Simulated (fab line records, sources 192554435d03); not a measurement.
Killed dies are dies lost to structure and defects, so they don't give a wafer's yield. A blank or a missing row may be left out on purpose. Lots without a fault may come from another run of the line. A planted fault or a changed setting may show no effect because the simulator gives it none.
Chamber matching | flow n5_finfet | N5_MOL_CONTACT_COAG_CO_FILL_22 on cvd_co-01: 3 sister chambers
The step material Co, precursor CCTBA/H2, target thk 20 nm. 6 wafers are shown with their chamber, then 12 later ones without.

WAFERS WITH THEIR CHAMBER
wafer  | chamber | heater_power_w (W) | chamber_pressure_Torr (Torr)
L079.5 | 1       | 281                | 30.04
L083.2 | 1       | 281                | 30.05
L083.3 | 0       | 277                | 29.96
L086.1 | 2       | 224                | 30.05
L086.4 | 2       | 231                | 30.00
L086.5 | 0       | 269                | 29.97

WAFERS WITHOUT THEIR CHAMBER
wafer  | heater_power_w (W) | chamber_pressure_Torr (Torr)
L088.3 | 222                | 30.02
L088.5 | 270                | 30.02
L088.6 | 227                | 30.01
L091.1 | 284                | 30.02
L091.4 | 226                | 29.98
L091.6 | 271                | 29.95
L094.3 | 226                | 30.00
L094.5 | 229                | 29.91
L094.6 | 271                | 30.00
L097.1 | 282                | 30.11
L097.3 | 274                | 29.90
L097.4 | 284                | 30.00

WHICH CHAMBER EACH WENT THROUGH
wafer  | from the rows above     | in truth
L088.3 | 2                       | 2
L088.5 | can't be placed: 0 or 1 | 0
L088.6 | 2                       | 2
L091.1 | 1                       | 1
L091.4 | 2                       | 2
L091.6 | 0                       | 0
L094.3 | 2                       | 2
L094.5 | 2                       | 2
L094.6 | can't be placed: 0 or 1 | 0
L097.1 | 1                       | 1
L097.3 | 0                       | 0
L097.4 | can't be placed: 1 or 0 | 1
Placed correctly: 9 of 12. Can't be placed from these rows: 3 (the true chamber is among the candidates in 3). Placed wrongly: 0.
How it was worked out, from the rows above alone: a wafer's distance from a chamber is the root of the sum, over the readings, of the square of ((its reading less the chamber's mean) divided by the reading's scatter). The wafer belongs to the nearest chamber; if the next one is less than 2 further off, it can't be placed. A chamber's mean is the mean of its shown wafers. The scatter: the root of (the sum of the squares of (reading less its chamber's mean) over the shown wafers, divided by (wafers less chambers)).
